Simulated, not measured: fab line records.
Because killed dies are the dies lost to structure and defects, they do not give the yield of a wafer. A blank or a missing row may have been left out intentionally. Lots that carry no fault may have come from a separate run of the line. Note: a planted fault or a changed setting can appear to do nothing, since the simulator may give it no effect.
fab line records | flow n5-finfet
record: lots: 7 | wafers: 39
route steps=1938 shown DUMMY_GATE@237 SD_EPI_N@278 HKMG_FIN@413 MOL_CONTACT_COAG@544 PASSIVATION@1936
start-h: hours from the record's first day to the start of the lot's first wafer shown | wait-h: time in hours since the lot's previous step | " repeats the value in the row above | L1.1+2: one row covering several wafers at once | - value missing, or start not given | * or withheld: withheld | < > ~ a bound
route shown NAME@n: NAME is a module with steps in the file, n the number in the route of the first one | usual: average and standard deviation across the fault-free wafers | same: alike in all rows | chamber/n: place in a boat | sites: per-site readings | _std_site: their standard deviation | _edge_site: mean of outer sites minus mean of inner sites | radius-mm: for every site, how far away it sits from the centre of the wafer | mask NAME#n: copy n | behind: tool/chamber where the wafer was last shaped | hold: why the lot went on hold/how many hours it stayed there/how the hold came to an end | device: whichever transistor did not switch (one of n, p or np) | end of line: at the end of the route, the tests of the same wafers | step lacking rows: just its recipe | killed: at the first sort, the dies lost to defects and structure; wafer yield is something else | map: a wafer's dies, marking killed ones x, the rest . and places with no die _
set.NAME: the setting that was run; set.NAME@STEP: the one run at that earlier step | model.NAME: the simulator's own value behind a step, which no gauge read
lots with deliberately changed settings; one table per step, one row per wafer
== steps ==
step: N5_DUMMY_GATE_ETCH_37
recipe: chemistry: N2/H2 | target: SOC | target-depth-a: 600 | overetch-a: 300 | temp-c: 40 | ion-energy-ev: 200 | pressure-mtorr: 30 | source-w: 840 | bias-w: 150 | n2-flow-sccm: 200 | h2-flow-sccm: 200
step: N5_DUMMY_GATE_ETCH_32
recipe: chemistry: CF4 | target: SiO2 | target-depth-a: 35 | time-s: 3.9 | ion-energy-ev: 350 | pressure-mtorr: 10 | icp-w: 800 | bias-w: 400 | cf4-flow-sccm: 80
step: N5_DUMMY_GATE_ETCH_42
recipe: chemistry: CHF3/O2 | target: SiO2 | target-depth-a: 35 | time-s: 31 | ion-energy-ev: 30 | bias-w: 12 | pressure-mtorr: 30 | source-w: 600 | Ar_flow_sccm: 200 | CHF3_flow_sccm: 50 | O2_flow_sccm: 5
step: N5_SD_EPI_N_ETCH_45
recipe: chemistry: CH3F/O2 | target: SiOCN | target-depth-a: 60 | mask-material: SOC | ion-energy-ev: 60 | bias-w: 29 | pressure-mtorr: 15 | source-w: 410 | Ar_flow_sccm: 150 | CH3F_flow_sccm: 30 | O2_flow_sccm: 20
step: N5_HKMG_FIN_CVD_62
recipe: material: a-Si | target-thk-a: 30 | temp-c: 500 | precursor: Si2H6 | pressure-torr: 1 | time-s: 20.8
step: N5_HKMG_FIN_ETCH_32
recipe: chemistry: N2/H2 | target: SOC | target-depth-a: 2400 | temp-c: 40 | time-s: 300 | ion-energy-ev: 200 | mask-material: SiARC | pressure-mtorr: 30 | source-w: 840 | bias-w: 150 | n2-flow-sccm: 200 | h2-flow-sccm: 200
step: N5_HKMG_FIN_ETCHBACK_68
recipe: chemistry: Cl2/Ar | stop-on: HfO2 | target-depth-a: 5 | pressure-mtorr: 10 | icp-w: 600 | bias-w: 60 | Cl2_flow_sccm: 40 | Ar_flow_sccm: 60
step: N5_MOL_CONTACT_COAG_ALD_20
recipe: material: TiN | target-thk-a: 15 | temp-c: 400 | ald-precursor-family: TiCl4 | ald-co-reactant: NH3 | pulse-time-s: 1 | purge-time-s: 3 | co-reactant-purge-time-s: 2 | co-reactant-pulse-time-s: 2 | ald-cycles: 68 | pressure-torr: 3
step: N5_PASSIVATION_PROBE_49
usual: sort_bin_4_leakage: 0/0 | sort-n-pass: 1083/14 | sort-yield-pct: 91.7/1.2
lot.wafer | tool      | chamber | start-h | wait-h | set.source-w@DUMMY_GATE_ETCH_37 | set.time-s@DUMMY_GATE_ETCH_32 | set.bias-w@DUMMY_GATE_ETCH_42 | set.target-depth-a@SD_EPI_N_ETCH_45 | set.temp-c@HKMG_FIN_CVD_62 | set.bias-w@HKMG_FIN_ETCH_32 | set.target-depth-a@HKMG_FIN_ETCHBACK_68 | set.co-reactant-pulse-time-s@MOL_CONTACT_COAG_ALD_20 | sort_bin_4_leakage[%] | sort-n-pass | sort-yield-pct[%]
L074.1    | prober-01 | -       | 277.79  | 0.0    | 840                             | 3.9                           | 12                            | 60                                  | 511.7                      | 150                         | 5                                       | 2.21                                                 | 91.02                 | 0           | 0
L074.2    | prober-01 | -       | 277.84  | 0.1    | 840                             | 3.9                           | 10.88                         | 60                                  | 500                        | 150                         | 5                                       | 2                                                    | 0                     | 1083        | 91.8
L074.3    | prober-01 | -       | 277.89  | 0.1    | 840                             | 3.9                           | 12                            | 65.34                               | 511.7                      | 125.5                       | 5                                       | 2                                                    | 93.22                 | 0           | 0
L074.4    | prober-01 | -       | 277.94  | 0.2    | 840                             | 3.9                           | 10.88                         | 65.34                               | 511.7                      | 125.5                       | 5.207                                   | 2.21                                                 | 92.54                 | 0           | 0
L074.5    | prober-01 | -       | 277.99  | 0.2    | 840                             | 3.9                           | 12                            | 65.34                               | 500                        | 150                         | 5.207                                   | 2                                                    | 0                     | 1092        | 92.5
L074.6    | prober-01 | -       | 278.04  | 0.3    | 840                             | 3.9                           | 10.88                         | 60                                  | 500                        | 125.5                       | 5.207                                   | 2.21                                                 | 0                     | 1091        | 92.5
L077.1    | prober-01 | -       | 288.97  | 0.0    | 840                             | 3.367                         | 12                            | 55.57                               | 515                        | 150                         | 5                                       | 2                                                    | 92.88                 | 0           | 0
L077.2    | prober-01 | -       | 289.02  | 0.1    | 740.4                           | 3.367                         | 12                            | 55.57                               | 500                        | 150                         | 4.39                                    | 2                                                    | 0                     | 1103        | 93.5
L077.3    | prober-01 | -       | 289.07  | 0.1    | 840                             | 3.367                         | 10.35                         | 60                                  | 500                        | 150                         | 5                                       | 1.858                                                | 0                     | 1064        | 90.2
L077.4    | prober-01 | -       | 289.12  | 0.2    | 740.4                           | 3.9                           | 10.35                         | 55.57                               | 515                        | 150                         | 4.39                                    | 1.858                                                | 92.37                 | 0           | 0
L077.5    | prober-01 | -       | 289.17  | 0.2    | 840                             | 3.9                           | 12                            | 60                                  | 500                        | 150                         | 4.39                                    | 1.858                                                | 0                     | 1104        | 93.6
L077.6    | prober-01 | -       | 289.22  | 0.3    | 740.4                           | 3.9                           | 10.35                         | 60                                  | 515                        | 150                         | 5                                       | 2                                                    | 92.88                 | 0           | 0
L081.1    | prober-01 | -       | 329.16  | 0.0    | 840                             | 3.9                           | 12                            | 60                                  | 487.9                      | 161                         | 4.656                                   | 2                                                    | 0                     | 1085        | 91.9
L081.2    | prober-01 | -       | 329.21  | 0.1    | 840                             | 3.9                           | 10.73                         | 60                                  | 500                        | 161                         | 5                                       | 2                                                    | 0                     | 1092        | 92.5
L081.3    | prober-01 | -       | 329.26  | 0.1    | 840                             | 3.9                           | 10.73                         | 60                                  | 487.9                      | 150                         | 5                                       | 2                                                    | 0                     | 1085        | 91.9
L081.4    | prober-01 | -       | 329.31  | 0.2    | 840                             | 4.263                         | 12                            | 60                                  | 487.9                      | 150                         | 5                                       | 2                                                    | 0                     | 1087        | 92.1
L081.5    | prober-01 | -       | 329.36  | 0.2    | 840                             | 4.263                         | 12                            | 60                                  | 500                        | 161                         | 4.656                                   | 2                                                    | 0                     | 1083        | 91.8
L081.6    | prober-01 | -       | 329.41  | 0.3    | 840                             | 4.263                         | 10.73                         | 60                                  | 500                        | 150                         | 4.656                                   | 2                                                    | 0                     | 1058        | 89.7
L084.1    | prober-01 | -       | 346.15  | 0.0    | 840                             | 3.9                           | 12                            | 60                                  | 500                        | 150                         | 5                                       | 2                                                    | 0                     | 1092        | 92.5
L084.4    | prober-01 | -       | 346.30  | 0.2    | 840                             | 3.9                           | 12                            | 60                                  | 500                        | 150                         | 5                                       | 2                                                    | 0                     | 1075        | 91.1
L084.6    | prober-01 | -       | 346.40  | 0.3    | 840                             | 3.9                           | 12                            | 60                                  | 500                        | 150                         | 5                                       | 2                                                    | 0                     | 1086        | 92.0
L085.1    | prober-01 | -       | 351.76  | 0.0    | 840                             | 3.9                           | 12                            | 60                                  | 500                        | 150                         | 4.659                                   | 2                                                    | 0                     | 1067        | 90.4
L085.2    | prober-01 | -       | 351.81  | 0.1    | 985.4                           | 3.9                           | 12                            | 67.21                               | 522.2                      | 150                         | 4.659                                   | 2                                                    | 92.80                 | 0           | 0
L085.3    | prober-01 | -       | 351.86  | 0.1    | 840                             | 3.9                           | 12                            | 67.21                               | 500                        | 158                         | 5                                       | 2                                                    | 0                     | 1096        | 92.9
L085.4    | prober-01 | -       | 351.91  | 0.2    | 985.4                           | 3.9                           | 12                            | 60                                  | 500                        | 158                         | 5                                       | 2                                                    | 0                     | 1101        | 93.3
L085.5    | prober-01 | -       | 351.96  | 0.2    | 840                             | 3.9                           | 12                            | 67.21                               | 522.2                      | 158                         | 4.659                                   | 2                                                    | 89.83                 | 0           | 0
L085.6    | prober-01 | -       | 352.01  | 0.3    | 985.4                           | 3.9                           | 12                            | 60                                  | 522.2                      | 150                         | 5                                       | 2                                                    | 94.07                 | 0           | 0
L091.1    | prober-02 | -       | 378.76  | 0.0    | 730.4                           | 3.9                           | 12                            | 60                                  | 489.1                      | 132.3                       | 4.705                                   | 2                                                    | 0                     | 1100        | 93.2
L091.2    | prober-02 | -       | 378.81  | 0.1    | 840                             | 4.743                         | 13.97                         | 60                                  | 489.1                      | 150                         | 4.705                                   | 2.31                                                 | 0                     | 1093        | 92.6
L091.3    | prober-02 | -       | 378.86  | 0.1    | 840                             | 3.9                           | 13.97                         | 52.35                               | 500                        | 132.3                       | 4.705                                   | 2                                                    | 0                     | 1092        | 92.5
L091.4    | prober-02 | -       | 378.91  | 0.2    | 840                             | 4.743                         | 12                            | 52.35                               | 489.1                      | 132.3                       | 5                                       | 2.31                                                 | 0                     | 1069        | 90.6
L091.5    | prober-02 | -       | 378.96  | 0.2    | 730.4                           | 3.9                           | 12                            | 60                                  | 500                        | 150                         | 5                                       | 2                                                    | 0                     | 1113        | 94.3
L091.6    | prober-02 | -       | 379.01  | 0.3    | 730.4                           | 4.743                         | 13.97                         | 52.35                               | 500                        | 150                         | 5                                       | 2.31                                                 | 0                     | 1082        | 91.7
L095.1    | prober-02 | -       | 415.26  | 0.0    | 888.6                           | 3.9                           | 12                            | 60                                  | 500                        | 150                         | 5                                       | 2                                                    | 0                     | 1100        | 93.2
L095.2    | prober-02 | -       | 415.31  | 0.1    | 888.6                           | 3.478                         | 12                            | 60                                  | 500                        | 162.7                       | 5                                       | 2.47                                                 | 0                     | 1080        | 91.5
L095.3    | prober-02 | -       | 415.36  | 0.1    | 840                             | 3.478                         | 13.54                         | 60                                  | 500                        | 150                         | 5.346                                   | 2                                                    | 0                     | 1098        | 93.1
L095.4    | prober-02 | -       | 415.41  | 0.2    | 888.6                           | 3.478                         | 13.54                         | 60                                  | 500                        | 162.7                       | 5.346                                   | 2.47                                                 | 0                     | 1092        | 92.5
L095.5    | prober-02 | -       | 415.46  | 0.2    | 840                             | 3.9                           | 13.54                         | 60                                  | 500                        | 162.7                       | 5                                       | 2                                                    | 0                     | 1081        | 91.6
L095.6    | prober-02 | -       | 415.51  | 0.3    | 840                             | 3.9                           | 12                            | 60                                  | 500                        | 150                         | 5.346                                   | 2.47                                                 | 0                     | 1114        | 94.4
killed by level:class
L074.1 BEOL_M2:geometric-particle:open=15 MOL_CONTACT_COAG:geometric-particle:open=14 BEOL_M0_SAQP:geometric-particle:open=9 BEOL_M1:geometric-particle:open=6 FIN_SAQP:geometric-particle:short=5 BEOL_M2:geometric-particle:short=5 DUMMY_GATE:geometric-particle:open=4 GATE_CUT:geometric-particle:short=4
L074.2 BEOL_M2:geometric-particle:open=16 BEOL_M1:geometric-particle:open=8 BEOL_M0_SAQP:geometric-particle:open=5 MOL_CONTACT_COAG:geometric-particle:open=5 BEOL_M0_SAQP:geometric-particle:short=5 BEOL_M2:geometric-particle:short=5 BEOL_M3:geometric-particle:open=5 BEOL_M3:geometric-particle:short=5
L074.3 BEOL_M2:geometric-particle:open=18 BEOL_M4:geometric-particle:open=11 MOL_CONTACT_COAG:geometric-particle:open=7 DUMMY_GATE:geometric-particle:open=5 STARTING-WAFER:geometric-particle:open=4 FIN_SAQP:geometric-particle:open=3 ILD0:geometric-particle:open=3 BEOL_M0_SAQP:geometric-particle:open=3
L074.4 BEOL_M2:geometric-particle:open=10 DUMMY_GATE:geometric-particle:open=8 BEOL_M4:geometric-particle:open=7 MOL_CONTACT_COAG:geometric-particle:open=6 BEOL_M0_SAQP:geometric-particle:short=5 BEOL_M1:geometric-particle:open=5 BEOL_M2:geometric-particle:short=5 BEOL_M3:geometric-particle:open=4
L074.5 BEOL_M2:geometric-particle:open=12 MOL_CONTACT_COAG:geometric-particle:open=8 BEOL_M0_SAQP:geometric-particle:open=7 BEOL_M3:geometric-particle:open=6 STARTING-WAFER:geometric-particle:short=5 GATE_CUT:geometric-particle:short=4 BEOL_M0_SAQP:geometric-particle:short=4 BEOL_M1:geometric-particle:open=4
L074.6 MOL_CONTACT_COAG:geometric-particle:open=20 MOL_CONTACT_COAG:geometric-particle:short=8 BEOL_M4:geometric-particle:open=7 STI_FIN_REVEAL:geometric-particle:open=6 BEOL_M0_SAQP:geometric-particle:open=5 BEOL_M2:geometric-particle:open=5 BEOL_M2:geometric-particle:short=4 FIN_SAQP:geometric-particle:short=3
L077.1 FIN_SAQP:geometric-particle:open=8 BEOL_M0_SAQP:geometric-particle:open=8 BEOL_M3:geometric-particle:open=7 FIN_SAQP:geometric-particle:short=6 BEOL_M4:geometric-particle:open=5 BEOL_M2:geometric-particle:open=4 ILD0:geometric-particle:open=3 GATE_CUT:geometric-particle:open=3
L077.2 FIN_SAQP:geometric-particle:open=15 BEOL_M0_SAQP:geometric-particle:short=9 BEOL_M0_SAQP:geometric-particle:open=7 MOL_CONTACT_COAG:geometric-particle:open=5 ILD0:geometric-particle:short=4 FIN_SAQP:geometric-particle:short=3 ILD0:geometric-particle:open=3 BEOL_M1:geometric-particle:open=3
L077.3 FIN_SAQP:geometric-particle:open=31 FIN_SAQP:geometric-particle:short=10 BEOL_M4:geometric-particle:open=9 BEOL_M2:geometric-particle:open=8 DUMMY_GATE:geometric-particle:open=6 MOL_CONTACT_COAG:geometric-particle:open=6 BEOL_M5:geometric-particle:open=5 BEOL_M3:geometric-particle:open=4
L077.4 FIN_SAQP:geometric-particle:open=17 FIN_SAQP:geometric-particle:short=10 BEOL_M3:geometric-particle:open=9 BEOL_M0_SAQP:geometric-particle:short=6 BEOL_M4:geometric-particle:open=6 STI_FIN_REVEAL:geometric-particle:open=3 MOL_CONTACT_COAG:geometric-particle:open=3 BEOL_M0_SAQP:geometric-particle:open=3
L077.5 FIN_SAQP:geometric-particle:open=7 MOL_CONTACT_COAG:geometric-particle:open=5 FIN_SAQP:geometric-particle:short=4 BEOL_M1:geometric-particle:open=4 BEOL_M2:geometric-particle:open=4 BEOL_M4:geometric-particle:open=4 STARTING-WAFER:geometric-particle:open=4 DUMMY_GATE:geometric-particle:open=3
L077.6 BEOL_M4:geometric-particle:open=11 FIN_SAQP:geometric-particle:open=10 MOL_CONTACT_COAG:geometric-particle:open=8 BEOL_M2:geometric-particle:open=8 FIN_SAQP:geometric-particle:short=6 BEOL_M1:geometric-particle:open=5 GATE_CUT:geometric-particle:open=3 BEOL_M7:geometric-particle:open=3
L081.1 FIN_SAQP:geometric-particle:open=12 BEOL_M2:geometric-particle:open=11 BEOL_M4:geometric-particle:open=7 STI_FIN_REVEAL:geometric-particle:open=7 MOL_CONTACT_COAG:geometric-particle:open=7 FIN_SAQP:geometric-particle:short=5 BEOL_M0_SAQP:geometric-particle:open=4 BEOL_M0_SAQP:geometric-particle:short=4
L081.2 BEOL_M0_SAQP:geometric-particle:open=9 BEOL_M0_SAQP:geometric-particle:short=8 BEOL_M1:geometric-particle:open=7 FIN_SAQP:geometric-particle:short=6 FIN_SAQP:geometric-particle:open=5 GATE_CUT:geometric-particle:open=5 BEOL_M3:geometric-particle:open=5 BEOL_M4:geometric-particle:open=5
L081.3 MOL_CONTACT_COAG:geometric-particle:open=15 BEOL_M2:geometric-particle:open=7 BEOL_M0_SAQP:geometric-particle:open=6 BEOL_M0_SAQP:geometric-particle:short=6 BEOL_M8:geometric-particle:open=6 FIN_SAQP:geometric-particle:short=5 STI_FIN_REVEAL:geometric-particle:open=5 BEOL_M0:geometric-particle:open=5
L081.4 FIN_SAQP:geometric-particle:open=10 BEOL_M3:geometric-particle:open=10 MOL_CONTACT_COAG:geometric-particle:open=8 BEOL_M2:geometric-particle:open=8 BEOL_M0_SAQP:geometric-particle:short=7 BEOL_M0_SAQP:geometric-particle:open=6 BEOL_M0:geometric-particle:open=5 FIN_SAQP:geometric-particle:short=4
L081.5 FIN_SAQP:geometric-particle:open=18 MOL_CONTACT_COAG:geometric-particle:open=14 BEOL_M3:geometric-particle:open=12 FIN_SAQP:geometric-particle:short=11 BEOL_M0_SAQP:geometric-particle:short=9 BEOL_M4:geometric-particle:open=4 BEOL_M2:geometric-particle:open=3 MOL_CONTACT_COAG:geometric-particle:short=2
L081.6 MOL_CONTACT_COAG:geometric-particle:open=19 FIN_SAQP:geometric-particle:open=14 BEOL_M0_SAQP:geometric-particle:open=11 BEOL_M2:geometric-particle:open=10 BEOL_M3:geometric-particle:open=10 BEOL_M1:geometric-particle:open=9 MOL_CONTACT_COAG:geometric-particle:short=5 BEOL_M0_SAQP:geometric-particle:short=5
L084.1 FIN_SAQP:geometric-particle:open=13 BEOL_M1:geometric-particle:open=9 BEOL_M3:geometric-particle:open=9 FIN_SAQP:geometric-particle:short=7 BEOL_M2:geometric-particle:open=7 BEOL_M0_SAQP:geometric-particle:open=5 BEOL_M0_SAQP:geometric-particle:short=4 MOL_CONTACT_COAG:geometric-particle:open=3
L084.4 BEOL_M1:geometric-particle:open=15 MOL_CONTACT_COAG:geometric-particle:open=10 BEOL_M4:geometric-particle:open=9 STARTING-WAFER:geometric-particle:short=8 FIN_SAQP:geometric-particle:open=7 BEOL_M2:geometric-particle:open=7 STI_FIN_REVEAL:geometric-particle:open=6 BEOL_M0_SAQP:geometric-particle:open=6
L084.6 MOL_CONTACT_COAG:geometric-particle:open=13 FIN_SAQP:geometric-particle:open=9 BEOL_M4:geometric-particle:open=6 BEOL_M1:geometric-particle:open=6 BEOL_M3:geometric-particle:open=6 FIN_SAQP:geometric-particle:short=5 STI_FIN_REVEAL:geometric-particle:open=5 DUMMY_GATE:geometric-particle:open=4
L085.1 BEOL_M0_SAQP:geometric-particle:open=11 BEOL_M0_SAQP:geometric-particle:short=11 FIN_SAQP:geometric-particle:open=10 FIN_SAQP:geometric-particle:short=8 BEOL_M3:geometric-particle:open=8 BEOL_M1:geometric-particle:open=7 MOL_CONTACT_COAG:geometric-particle:open=6 BEOL_M2:geometric-particle:open=5
L085.2 BEOL_M0_SAQP:geometric-particle:open=8 FIN_SAQP:geometric-particle:short=7 MOL_CONTACT_COAG:geometric-particle:open=6 BEOL_M0_SAQP:geometric-particle:short=6 BEOL_M3:geometric-particle:open=5 STI_FIN_REVEAL:geometric-particle:open=4 STARTING-WAFER:geometric-particle:open=4 FIN_SAQP:geometric-particle:open=3
L085.3 FIN_SAQP:geometric-particle:open=13 FIN_SAQP:geometric-particle:short=10 MOL_CONTACT_COAG:geometric-particle:open=6 BEOL_M2:geometric-particle:open=5 BEOL_M0_SAQP:geometric-particle:open=4 BEOL_M0_SAQP:geometric-particle:short=4 BEOL_M4:geometric-particle:open=4 DUMMY_GATE:geometric-particle:open=3
L085.4 MOL_CONTACT_COAG:geometric-particle:open=9 BEOL_M1:geometric-particle:open=6 GATE_CUT:geometric-particle:short=5 BEOL_M0_SAQP:geometric-particle:open=5 FIN_SAQP:geometric-particle:open=4 FIN_SAQP:geometric-particle:short=4 STI_FIN_REVEAL:geometric-particle:open=4 MOL_CONTACT_COAG:geometric-particle:short=4
L085.5 FIN_SAQP:geometric-particle:open=15 FIN_SAQP:geometric-particle:short=13 MOL_CONTACT_COAG:geometric-particle:open=9 BEOL_M0_SAQP:geometric-particle:open=8 BEOL_M1:geometric-particle:open=7 STI_FIN_REVEAL:geometric-particle:open=7 DUMMY_GATE:geometric-particle:open=5 BEOL_M0:geometric-particle:short=4
L085.6 MOL_CONTACT_COAG:geometric-particle:open=8 BEOL_M0_SAQP:geometric-particle:short=5 BEOL_M0:geometric-particle:open=5 DUMMY_GATE:geometric-particle:open=4 BEOL_M0_SAQP:geometric-particle:open=4 BEOL_M1:geometric-particle:open=4 BEOL_M3:geometric-particle:open=4 MIM_TOP_ETCH:geometric-particle:open=3
L091.1 BEOL_M1:geometric-particle:open=13 MOL_CONTACT_COAG:geometric-particle:open=10 BEOL_M2:geometric-particle:open=7 PAD_METAL:geometric-particle:short=5 FIN_SAQP:geometric-particle:short=4 BEOL_M0_SAQP:geometric-particle:open=3 BEOL_M1:geometric-particle:short=3 STARTING-WAFER:geometric-particle:open=3
L091.2 FIN_SAQP:geometric-particle:open=10 MOL_CONTACT_COAG:geometric-particle:open=9 FIN_SAQP:geometric-particle:short=7 BEOL_M2:geometric-particle:open=6 BEOL_M0_SAQP:geometric-particle:open=6 MOL_CONTACT_COAG:geometric-particle:short=5 BEOL_M4:geometric-particle:open=5 PAD_METAL:geometric-particle:short=5
L091.3 BEOL_M0_SAQP:geometric-particle:open=12 MOL_CONTACT_COAG:geometric-particle:open=10 BEOL_M0_SAQP:geometric-particle:short=9 BEOL_M1:geometric-particle:open=8 FIN_SAQP:geometric-particle:open=6 FIN_SAQP:geometric-particle:short=5 MOL_CONTACT_COAG:geometric-particle:short=5 SPACER0:geometric-particle:open=3
L091.4 MOL_CONTACT_COAG:geometric-particle:open=15 FIN_SAQP:geometric-particle:short=9 BEOL_M2:geometric-particle:open=9 BEOL_M0_SAQP:geometric-particle:open=7 BEOL_M0_SAQP:geometric-particle:short=6 BEOL_M1:geometric-particle:open=6 FIN_SAQP:geometric-particle:open=5 GATE_CUT:geometric-particle:short=5
L091.5 FIN_SAQP:geometric-particle:open=9 FIN_SAQP:geometric-particle:short=7 MOL_CONTACT_COAG:geometric-particle:open=6 BEOL_M0_SAQP:geometric-particle:open=6 BEOL_M3:geometric-particle:open=6 STI_FIN_REVEAL:geometric-particle:open=4 BEOL_M0_SAQP:geometric-particle:short=4 BEOL_M4:geometric-particle:open=3
L091.6 BEOL_M0_SAQP:geometric-particle:short=16 MOL_CONTACT_COAG:geometric-particle:open=14 FIN_SAQP:geometric-particle:open=8 BEOL_M0_SAQP:geometric-particle:open=8 BEOL_M2:geometric-particle:open=7 FIN_SAQP:geometric-particle:short=5 MOL_CONTACT_COAG:geometric-particle:short=5 BEOL_M4:geometric-particle:open=5
L095.1 BEOL_M4:geometric-particle:open=14 BEOL_M1:geometric-particle:open=8 FIN_SAQP:geometric-particle:short=6 STI_FIN_REVEAL:geometric-particle:open=6 MOL_CONTACT_COAG:geometric-particle:open=6 GATE_CUT:geometric-particle:short=6 BEOL_M3:geometric-particle:open=3 BEOL_M4:geometric-particle:short=3
L095.2 MOL_CONTACT_COAG:geometric-particle:open=18 BEOL_M2:geometric-particle:open=14 BEOL_M1:geometric-particle:open=8 DUMMY_GATE:geometric-particle:open=6 STI_FIN_REVEAL:geometric-particle:open=5 BEOL_M2:geometric-particle:short=5 DUMMY_GATE:geometric-particle:short=4 BEOL_M0:geometric-particle:short=4
L095.3 STI_FIN_REVEAL:geometric-particle:open=7 MOL_CONTACT_COAG:geometric-particle:open=7 BEOL_M1:geometric-particle:open=6 BEOL_M2:geometric-particle:open=6 FIN_SAQP:geometric-particle:short=5 FIN_SAQP:geometric-particle:open=5 BEOL_M4:geometric-particle:open=3 STI_FIN_REVEAL:geometric-particle:short=3
L095.4 BEOL_M4:geometric-particle:open=10 BEOL_M1:geometric-particle:open=9 BEOL_M0_SAQP:geometric-particle:short=5 BEOL_M2:geometric-particle:short=5 BEOL_M3:geometric-particle:open=5 STARTING-WAFER:geometric-particle:open=5 MOL_CONTACT_COAG:geometric-particle:open=4 BEOL_M2:geometric-particle:open=4
L095.5 MOL_CONTACT_COAG:geometric-particle:open=13 DUMMY_GATE:geometric-particle:open=12 BEOL_M1:geometric-particle:open=10 BEOL_M4:geometric-particle:open=7 FIN_SAQP:geometric-particle:short=6 BEOL_M3:geometric-particle:open=6 BEOL_M2:geometric-particle:open=5 FIN_SAQP:geometric-particle:open=4
L095.6 MOL_CONTACT_COAG:geometric-particle:open=11 BEOL_M4:geometric-particle:open=10 MOL_CONTACT_COAG:geometric-particle:short=4 BEOL_M1:geometric-particle:short=4 BEOL_M1:geometric-particle:open=4 DUMMY_GATE:geometric-particle:short=3 BEOL_M4:geometric-particle:short=3 BEOL_M3:geometric-particle:short=3
== key ==
split: step: N5_DUMMY_GATE_ETCH_37 | setting: source-w | stated-as: 840
response none clear
split: step: N5_DUMMY_GATE_ETCH_32 | setting: time-s | stated-as: 3.9
response none clear
split: step: N5_DUMMY_GATE_ETCH_42 | setting: bias-w | stated-as: 12
response none clear
split: step: N5_SD_EPI_N_ETCH_45 | setting: target-depth-a | stated-as: 60
response none clear
split: step: N5_HKMG_FIN_CVD_62 | setting: temp-c | stated-as: 500
response: step: N5_PASSIVATION_PROBE_49 | reading: sort_bin_4_leakage | slope: +19.8 | per: 1% | together-with: all | explained: 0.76
response: step: N5_PASSIVATION_PROBE_49 | reading: sort-n-pass | slope: -233 | per: 1% | together-with: all | explained: 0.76
response: step: N5_PASSIVATION_PROBE_49 | reading: sort-yield-pct | slope: -19.8 | per: 1% | together-with: all | explained: 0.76
split: step: N5_HKMG_FIN_ETCH_32 | setting: bias-w | stated-as: 150
response none clear
split: step: N5_HKMG_FIN_ETCHBACK_68 | setting: target-depth-a | stated-as: 5
response none clear
split: step: N5_MOL_CONTACT_COAG_ALD_20 | setting: co-reactant-pulse-time-s | stated-as: 2
response none clear
